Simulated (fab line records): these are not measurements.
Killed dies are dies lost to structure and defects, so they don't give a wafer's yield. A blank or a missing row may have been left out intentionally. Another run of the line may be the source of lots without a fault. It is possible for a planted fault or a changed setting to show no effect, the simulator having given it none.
Chamber matching	flow n5-finfet	N5_BEOL_M14_ETCH_59 on rie-diel-02: 4 sister chambers
The step etches BARC in N2/H2, target depth 89 nm, overetch 26.7 nm, time 67.9 s. 8 wafers are shown with their chamber, then 10 later ones without.

== EACH WAFER AND ITS CHAMBER ==
wafer	chamber	drypump-motor-current-A (A)	showerhead-plenum-p-Torr (Torr)
L078.3	1	4.6	2.55
L082.4	1	4.7	2.54
L086.4	0	5.7	2.61
L086.5	0	5.6	2.61
L087.2	3	5.1	2.61
L087.5	2	5.5	2.50
L088.2	3	5.1	2.61
L088.3	2	5.5	2.50

== WAFERS MISSING THEIR CHAMBER ==
wafer	drypump-motor-current-A (A)	showerhead-plenum-p-Torr (Torr)
L088.5	5.1	2.61
L094.1	5.5	2.49
L094.2	4.7	2.53
L094.3	5.1	2.61
L097.1	4.7	2.53
L097.3	5.7	2.59
L097.6	5.6	2.59
L096.4	4.7	2.53
L096.5	5.1	2.61
L096.6	5.7	2.59

== THE CHAMBER EACH PASSED THROUGH ==
wafer	from the rows above	in truth
L088.5	3	3
L094.1	2	2
L094.2	1	1
L094.3	3	3
L097.1	1	1
L097.3	0	0
L097.6	0	0
L096.4	1	1
L096.5	3	3
L096.6	0	0
Correctly placed: 10 of 10. Not placeable from these rows: 0. Number placed wrongly: 0.
How it was worked out, from the rows above alone: a wafer's distance from a chamber is the root of the sum, over the readings, of the square of ((its reading less the chamber's mean) divided by the reading's scatter). The wafer belongs to the nearest chamber; if the next one is less than 2 further off, it can't be placed. For every chamber, the mean is computed from those of its wafers that are shown. The scatter is the square root of a quotient: the sum, over the shown wafers, of each reading's squared deviation from its chamber's mean, divided by wafers minus chambers.
